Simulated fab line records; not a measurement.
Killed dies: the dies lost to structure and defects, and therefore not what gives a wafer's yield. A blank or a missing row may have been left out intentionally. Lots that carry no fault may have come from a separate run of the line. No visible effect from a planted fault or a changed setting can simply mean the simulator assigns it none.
Which of the tools did it?	flow n5 finfet	24 lots with 72 wafers sampled at 6 steps, on a route of 1938 steps

== WHAT THE GAUGES READ, wafer by wafer ==
N5_SD_EPI_N_EPI_MEAS_23.
lot	measured	on	thk nm (nm)
L074	day 3 05:31	film metro-02	56.8 57.0 58.3
L075	day 3 09:31	film metro-01	58.8 58.8 59.4
L076	day 3 16:09	film metro-01	59.3 59.2 59.1
L077	day 3 22:02	film metro-02	59.0 59.2 59.8
L078	day 4 10:25	film metro-02	59.6 59.9 57.8
L079	day 4 10:38	film metro-02	58.2 54.9 58.3
L080	day 4 16:38	film metro-02	59.1 61.1 61.6
L081	day 4 21:49	film metro-01	59.3 60.5 61.1
L082	day 5 04:56	film metro-01	59.5 55.9 57.8
L083	day 5 11:09	film metro-01	59.8 58.7 59.8
L084	day 5 19:57	film metro-01	59.2 57.5 59.7
L085	day 6 01:00	film metro-01	58.2 58.6 59.7
L086	day 6 05:53	film metro-02	60.9 60.4 61.9
L087	day 6 11:32	film metro-01	57.2 60.5 59.6
L088	day 6 20:09	film metro-02	56.3 58.2 58.3
L089	day 7 05:56	film metro-02	58.5 60.7 56.9
L090	day 7 12:29	film metro-01	58.4 60.2 59.9
L091	day 7 15:27	film metro-02	59.0 58.2 59.7
L092	day 7 16:35	film metro-01	57.4 57.1 58.6
L093	day 8 00:04	film metro-02	59.2 60.0 58.1
L094	day 8 03:32	film metro-02	60.4 59.2 60.0
L095	day 8 10:00	film metro-01	57.5 57.7 58.6
L096	day 8 15:55	film metro-01	60.1 56.6 59.5
L097	day 8 21:37	film metro-02	58.4 60.2 58.2

N5_SD_EPI_P_CD_MEAS_09: the cd target is 240 nm.
lot	measured	on	cd nm (nm)
L074	day 3 06:29	cd sem-02	239.7 240.7 240.5
L075	day 3 10:34	cd sem-03	239.6 241.3 240.5
L076	day 3 17:00	cd sem-01	239.4 239.8 239.4
L077	day 3 22:59	cd sem-01	238.8 238.0 239.8
L078	day 4 11:18	cd sem-01	242.2 240.5 241.9
L079	day 4 11:31	cd sem-01	238.5 240.3 240.1
L080	day 4 17:47	cd sem-01	240.9 240.0 241.8
L081	day 5 00:01	cd sem-02	240.4 241.2 238.9
L082	day 5 05:54	cd sem-01	239.9 238.1 240.0
L083	day 5 11:58	cd sem-02	238.9 239.3 240.3
L084	day 5 20:47	cd sem-01	239.2 240.1 239.3
L085	day 6 01:57	cd sem-03	241.0 240.9 240.1
L086	day 6 06:45	cd sem-02	240.6 239.4 239.6
L087	day 6 12:22	cd sem-02	240.7 239.5 240.3
L088	day 6 21:00	cd sem-03	241.2 240.7 238.9
L089	day 7 06:53	cd sem-02	240.1 240.1 239.4
L090	day 7 13:26	cd sem-02	239.7 238.1 240.4
L091	day 7 16:37	cd sem-01	242.1 240.9 241.4
L092	day 7 18:01	cd sem-02	241.0 240.9 240.3
L093	day 8 00:53	cd sem-03	239.5 240.9 239.2
L094	day 8 04:22	cd sem-01	239.9 240.1 239.6
L095	day 8 10:50	cd sem-03	239.4 239.0 239.6
L096	day 8 18:50	cd sem-03	239.7 240.7 240.8
L097	day 8 22:44	cd sem-03	240.6 239.7 240.6

N5_ILD0_THK_MEAS_04.
lot	measured	on	thk nm (nm)
L074	day 3 14:51	film metro-02	196.3 195.4 197.9
L075	day 3 18:10	film metro-02	198.0 197.2 199.0
L076	day 4 00:15	film metro-01	197.9 198.0 197.9
L077	day 4 06:34	film metro-01	197.6 197.8 196.9
L078	day 4 18:35	film metro-02	196.0 197.5 196.0
L079	day 4 19:57	film metro-01	196.3 196.0 197.2
L080	day 5 01:10	film metro-01	195.5 196.5 197.1
L081	day 5 07:20	film metro-02	195.5 198.1 196.8
L082	day 5 13:20	film metro-02	197.6 196.5 195.9
L083	day 5 20:00	film metro-02	196.2 197.7 195.5
L084	day 6 05:15	film metro-01	196.6 195.3 197.3
L085	day 6 10:18	film metro-02	196.7 194.6 197.2
L086	day 6 15:08	film metro-02	197.0 198.1 198.5
L087	day 6 20:04	film metro-01	196.3 195.3 195.9
L088	day 7 04:40	film metro-02	197.7 194.4 195.2
L089	day 7 14:11	film metro-02	197.6 197.6 196.6
L090	day 7 21:41	film metro-02	196.6 198.9 197.9
L091	day 7 23:56	film metro-01	194.9 198.2 199.0
L092	day 8 01:23	film metro-02	197.9 194.1 198.1
L093	day 8 10:08	film metro-02	196.8 196.3 198.5
L094	day 8 12:37	film metro-01	194.9 196.9 196.3
L095	day 8 19:04	film metro-02	197.7 197.3 197.1
L096	day 9 02:24	film metro-01	196.5 195.3 196.2
L097	day 9 06:01	film metro-02	197.0 197.2 198.2

== TOOL THAT RAN EACH LOT (tool first, then ch and the chambers of the sampled wafers, then the start) ==
lot	N5_DUMMY_GATE_STRIP_48	N5_SPACER0_ALD_08	N5_SD_EPI_P_ETCH_37
L074	rie diel-06 ch 1,2,3, day 2 23:56	ald sin-03 ch 0,1,2, day 3 00:34	rie diel-06 ch 0,1,3, day 3 06:40
L075	rie diel-06 ch 1,2,3, day 3 04:51	ald sin-02 ch 0,1,3, day 3 05:29	rie diel-01 ch 0,1,2, day 3 11:04
L076	rie diel-06 ch 2,3, day 3 11:35	ald sin-03 ch 0,2, day 3 12:13	rie diel-01 ch 0,1,3, day 3 17:11
L077	rie diel-06 ch 0,1, day 3 17:17	ald sin-03 ch 0,2,3, day 3 17:59	rie diel-02 ch 0,1, day 3 23:10
L078	rie diel-06 ch 0,1,2, day 4 02:23	ald sin-01 ch 1,2,3, day 4 03:02	rie diel-01 ch 1,2,3, day 4 11:28
L079	rie diel-02 ch 0,1,2, day 4 05:29	ald sin-02 ch 0,1, day 4 06:07	rie diel-02 ch 2,3, day 4 11:47
L080	rie diel-06 ch 0,2,3, day 4 11:58	ald sin-03 ch 0,1,2, day 4 12:37	rie diel-06 ch 0,1,2, day 4 17:58
L081	rie diel-02 ch 0,3, day 4 16:43	ald sin-02 ch 2,3, day 4 17:46	rie diel-01 ch 1,2,3, day 5 00:12
L082	rie diel-06 ch 1,2, day 5 00:23	ald sin-02 ch 0,1, day 5 01:01	rie diel-06 ch 2,3, day 5 06:05
L083	rie diel-01 ch 0,1,2, day 5 06:36	ald sin-01 ch 0,2,3, day 5 07:14	rie diel-06 ch 0,1,2, day 5 12:09
L084	rie diel-02 ch 0,1,3, day 5 12:24	ald sin-01 ch 0,2,3, day 5 13:03	rie diel-06 ch 0,1,2, day 5 20:58
L085	rie diel-02 ch 0,1,3, day 5 17:40	ald sin-01 ch 0,1,3, day 5 18:23	rie diel-02 ch 0,1,3, day 6 02:07
L086	rie diel-06 ch 1,2,3, day 5 23:36	ald sin-03 ch 1,2,3, day 6 01:07	rie diel-02 ch 0,1,2, day 6 07:12
L087	rie diel-02 ch 0,1, day 6 06:53	ald sin-03 ch 0,1,2, day 6 07:31	rie diel-06 ch 1,3, day 6 12:32
L088	rie diel-06 ch 1,2,3, day 6 15:10	ald sin-03 ch 0,2,3, day 6 15:49	rie diel-06 ch 1,2,3, day 6 21:11
L089	rie diel-02 ch 0,1, day 7 01:14	ald sin-01 ch 0,3, day 7 01:53	rie diel-06 ch 0,1,3, day 7 07:04
L090	rie diel-01 ch 0,1,2, day 7 07:03	ald sin-02 ch 0,2,3, day 7 07:42	rie diel-01 ch 0,1,2, day 7 13:37
L091	rie diel-06 ch 1,2, day 7 10:44	ald sin-02 ch 2,3, day 7 11:23	rie diel-02 ch 1,2,3, day 7 16:47
L092	rie diel-06 ch 0,1,2, day 7 10:59	ald sin-01 ch 1,2,3, day 7 11:37	rie diel-01 ch 0,1, day 7 18:11
L093	rie diel-06 ch 0,1,2, day 7 18:37	ald sin-01 ch 1,2,3, day 7 19:15	rie diel-06 ch 1,2,3, day 8 01:04
L094	rie diel-06 ch 0,1, day 7 22:57	ald sin-03 ch 0,1,2, day 7 23:35	rie diel-01 ch 1,2, day 8 04:34
L095	rie diel-02 ch 0,1,3, day 8 04:53	ald sin-03 ch 0,1,2, day 8 05:56	rie diel-01 ch 2,3, day 8 11:01
L096	rie diel-06 ch 1,3, day 8 11:22	ald sin-01 ch 1,2,3, day 8 12:00	rie diel-01 ch 0,1,2, day 8 19:11
L097	rie diel-02 ch 0,1, day 8 17:04	ald sin-01 ch 0,3, day 8 17:42	rie diel-06 ch 0,2,3, day 8 22:55
- N5_DUMMY_GATE_STRIP_48: strips in N2/H2, time 20 s.
- N5_SPACER0_ALD_08: deposits SiNx, target thk 2 nm.
- N5_SD_EPI_P_ETCH_37: etches SOC in N2/H2, overetch 108 nm, time 486 s.

== WHAT THE TOOLS THEMSELVES READ (means of the sampled wafers that have a number; where no wafer has one, the mark that the record gives instead) ==
N5_DUMMY_GATE_STRIP_48.
lot	tool	drypump motor current A (A)	oes product au (a.u.)	rf vpp V (V)	showerhead plenum p Torr (Torr)	throttle valve pct (%)
L074	rie diel-06	5.5	0.76	45.5	3.48	12.27
L075	rie diel-06	5.5	0.77	45.4	3.47	12.26
L076	rie diel-06	5.9	0.71	45.8	3.45	12.27
L077	rie diel-06	5.4	0.74	45.3	3.40	12.39
L078	rie diel-06	5.7	0.75	46.3	3.46	12.28
L079	rie diel-02	5.8	0.83	44.5	3.52	12.31
L080	rie diel-06	5.6	0.69	44.1	3.39	12.40
L081	rie diel-02	5.9	0.77	43.8	3.42	12.52
L082	rie diel-06	5.6	0.80	46.2	3.53	12.20
L083	rie diel-01	5.5	0.72	45.2	3.46	12.56
L084	rie diel-02	5.9	0.76	44.9	3.35	12.36
L085	rie diel-02	5.9	0.76	45.1	3.35	12.36
L086	rie diel-06	5.5	0.74	45.3	3.46	12.32
L087	rie diel-02	5.7	0.75	46.0	3.49	12.50
L088	rie diel-06	5.5	0.74	44.8	3.46	12.33
L089	rie diel-02	5.7	0.75	45.1	3.49	12.52
L090	rie diel-01	5.5	0.71	45.4	3.45	12.59
L091	rie diel-06	5.9	0.74	45.5	3.51	12.25
L092	rie diel-06	5.6	0.82	45.6	3.45	12.14
L093	rie diel-06	5.7	0.82	45.5	3.44	12.15
L094	rie diel-06	5.4	0.90	45.4	3.38	12.05
L095	rie diel-02	5.9	0.74	44.9	3.34	12.41
L096	rie diel-06	5.2	0.88	45.0	3.47	12.17
L097	rie diel-02	5.7	0.74	45.3	3.48	12.55

N5_SPACER0_ALD_08.
lot	tool	heater power w (W)
L074	ald sin-03	1003
L075	ald sin-02	812
L076	ald sin-03	973
L077	ald sin-03	909
L078	ald sin-01	802
L079	ald sin-02	826
L080	ald sin-03	1015
L081	ald sin-02	832
L082	ald sin-02	820
L083	ald sin-01	852
L084	ald sin-01	859
L085	ald sin-01	864
L086	ald sin-03	971
L087	ald sin-03	1018
L088	ald sin-03	929
L089	ald sin-01	877
L090	ald sin-02	815
L091	ald sin-02	826
L092	ald sin-01	816
L093	ald sin-01	822
L094	ald sin-03	1015
L095	ald sin-03	1032
L096	ald sin-01	816
L097	ald sin-01	881

N5_SD_EPI_P_ETCH_37.
lot	tool	drypump motor current A (A)	oes product au (a.u.)	rf vpp V (V)	showerhead plenum p Torr (Torr)	throttle valve pct (%)
L074	rie diel-06	5.3	0.68	241.1	2.57	23.9
L075	rie diel-01	5.5	0.66	242.1	2.61	24.2
L076	rie diel-01	5.8	0.64	240.8	2.60	24.2
L077	rie diel-02	5.8	0.68	241.5	2.59	23.9
L078	rie diel-01	5.7	0.65	242.1	2.63	24.0
L079	rie diel-02	6.1	0.77	240.4	2.47	24.1
L080	rie diel-06	5.6	0.67	240.6	2.60	23.9
L081	rie diel-01	5.7	0.64	242.2	2.63	24.0
L082	rie diel-06	5.5	0.62	241.2	2.56	23.7
L083	rie diel-06	5.6	0.67	242.1	2.60	23.9
L084	rie diel-06	5.6	0.66	240.6	2.60	24.0
L085	rie diel-02	5.9	0.68	241.2	2.52	24.0
L086	rie diel-02	5.7	0.73	241.7	2.64	24.2
L087	rie diel-06	5.2	0.70	242.4	2.62	23.9
L088	rie diel-06	5.5	0.66	242.0	2.60	23.9
L089	rie diel-06	5.3	0.74	240.9	2.55	23.9
L090	rie diel-01	5.5	0.64	240.5	2.59	24.3
L091	rie diel-02	5.9	0.72	240.7	2.52	24.0
L092	rie diel-01	5.7	0.63	241.2	2.57	24.6
L093	rie diel-06	5.5	0.75	240.5	2.60	23.9
L094	rie diel-01	5.3	0.63	241.2	2.62	24.1
L095	rie diel-01	5.8	0.72	242.6	2.61	23.8
L096	rie diel-01	5.5	0.64	241.8	2.59	24.3
L097	rie diel-06	5.6	0.76	241.3	2.54	23.8

== THE ANSWER, worked out from the rows above alone ==
Rule: the lots themselves supply what counts as usual. The widest of any qualifying gaps counts: lots, ordered by their means at a reading, are off when they make up no more than a third of the lots, leave a main group of 4 or more, and stand apart from it by 3 or more times the standard deviation of that group's means. If all means in a main group match to the digits the tables above print for the reading, that group is not used. A lot without any number at a reading at which 4 lots or more have one is off too. The other lots that the step has rows for count as sound. First the gauges in route order, then the tools' own readings, where a lot's mean is used as printed above. The first step at which some lot is off is used, and at that step the reading that is off furthest; a lot without a number counts as furthest.
No lot is off at any reading shown: from this, nothing can be told.

== WHAT THE SIMULATOR HAD INSERTED ==
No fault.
